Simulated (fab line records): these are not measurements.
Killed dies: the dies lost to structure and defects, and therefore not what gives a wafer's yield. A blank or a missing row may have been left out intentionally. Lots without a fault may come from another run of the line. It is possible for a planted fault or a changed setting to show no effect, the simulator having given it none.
Lot-split experiment -- flow n5 finfet -- 21 wafers read from 7 lots, route of 1938 steps

THE SPLIT
At N5_BEOL_M10_ILD_DEP_00 (deposits SiCOH lowk from DEMS/porogen, target thk 308.51 nm, time 58 s), the setting time s was moved away from the recipe's 58 s on 8 of the 21 wafers read, by -13.3% to +9.4%. The other wafers ran this setting at the recipe's value.

SPLIT TO READING: what lies between them in the file, 1 step
- N5_BEOL_M10_CURE_71: cures SiCOH lowk, time 240 s

THE READING
M10_ILD_THK at N5_BEOL_M10_THK_MEAS_01, in nm. On this fab line, fault-free wafers typically give 269 nm with a standard deviation of 3.7 nm.

wafer,"tool, chamber at the split","time s as run, s",against the recipe,"M10_ILD_THK, nm",against lot-mates on the recipe
L074.2,"pecvd-01, 0",58,recipe,267,-
L074.3,"pecvd-01, 1",58,recipe,267,-
L074.5,"pecvd-01, 0",61,+5.2%,286,+19
L083.2,"pecvd-01, 1",63.45,+9.4%,290,+19
L083.4,"pecvd-01, 1",58,recipe,271,-
L083.6,"pecvd-01, 2",63.45,+9.4%,298,+27
L082.2,"pecvd-04, 2",50.27,-13.3%,235,-36
L082.4,"pecvd-04, 1",50.27,-13.3%,238,-33
L082.6,"pecvd-04, 0",58,recipe,271,-
L089.3,"pecvd-04, 0",58,recipe,261,-
L089.4,"pecvd-04, 1",58,recipe,271,-
L089.5,"pecvd-04, 2",58,recipe,273,-
L087.2,"pecvd-03, 1",58,recipe,270,-
L087.5,"pecvd-03, 2",58,recipe,274,-
L087.6,"pecvd-03, 1",51.21,-11.7%,242,-30
L091.2,"pecvd-03, 2",58,recipe,265,-
L091.3,"pecvd-03, 0",58,recipe,262,-
L091.4,"pecvd-03, 2",60.42,+4.2%,280,+16
L095.1,"pecvd-04, 2",58,recipe,270,-
L095.5,"pecvd-04, 1",58,recipe,272,-
L095.6,"pecvd-04, 2",61.86,+6.7%,290,+19

FIT RESULTS
A straight line over all 21 wafers: M10_ILD_THK changes by +2.55 nm for each +1% of time s; r = +0.97; the points scatter about the line by 3.8 nm.
The same after taking each lot's own level away (the mean of its wafers on the recipe; 21 wafers): +2.64 nm for each +1%; r = +0.98; scatter 3.2 nm.
The reading moves by 35 nm for the largest change in time s, on that fit.
Measured against the standard deviation above, the lots' own levels, which go from 263.5 to 272.0 nm, span 2.3 times it.
The two slopes are in agreement: the lot-to-lot level therefore moves the slope only a little.
Check: for one of the wafers moved furthest among these (-13.3%), held out of the fit, the line's prediction against its lot-mates is -34.1 nm. Against them it came out at -36 nm.

FURTHER SPLITS ON THESE WAFERS
Note: prior to the reading, these wafers also went through further splits. Each is held against what the fit with the lots' levels taken away leaves over:
other split on the same wafers,wafers away from the commonest value,r with M10_ILD_THK (lot level and that fit taken away)
N5_BEOL_M6_COAT_22 spin rpm,8,-0.15
N5_BEOL_M7_DESCUM_33 time s,10,+0.15
N5_BEOL_M7_VIA_ETCH_34 bias w,7,-0.25
N5_BEOL_M8_DESCUM_16 time s,11,-0.12
N5_BEOL_M8_COAT_22 spin rpm,5,-0.31

THE WHOLE CHAIN: every reading that the file lists as answering this split, in the file's order
step,what it does,reading,change (the file's fit),r (the file's)
N5_BEOL_M10_ILD_DEP_00,"deposits SiCOH lowk from DEMS/porogen, target thk 308.51 nm, time 58 s","SiCOH_lowk_of_BEOL_M10_ILD_DEP_00.thk nm (the simulator's own value, which no gauge read)",+3.03 nm for each +1% of the setting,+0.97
N5_BEOL_M10_CURE_71,"cures SiCOH lowk, time 240 s","SiCOH_lowk_of_BEOL_M10_ILD_DEP_00.thk nm (the simulator's own value, which no gauge read)",+2.67 nm for each +1% of the setting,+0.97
N5_BEOL_M10_THK_MEAS_01,,M10_ILD_THK,+2.68 for each +1% of the setting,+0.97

FILE'S OWN FIT
M10_ILD_THK changes by +2.68 nm for each +1% of time s, r = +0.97.
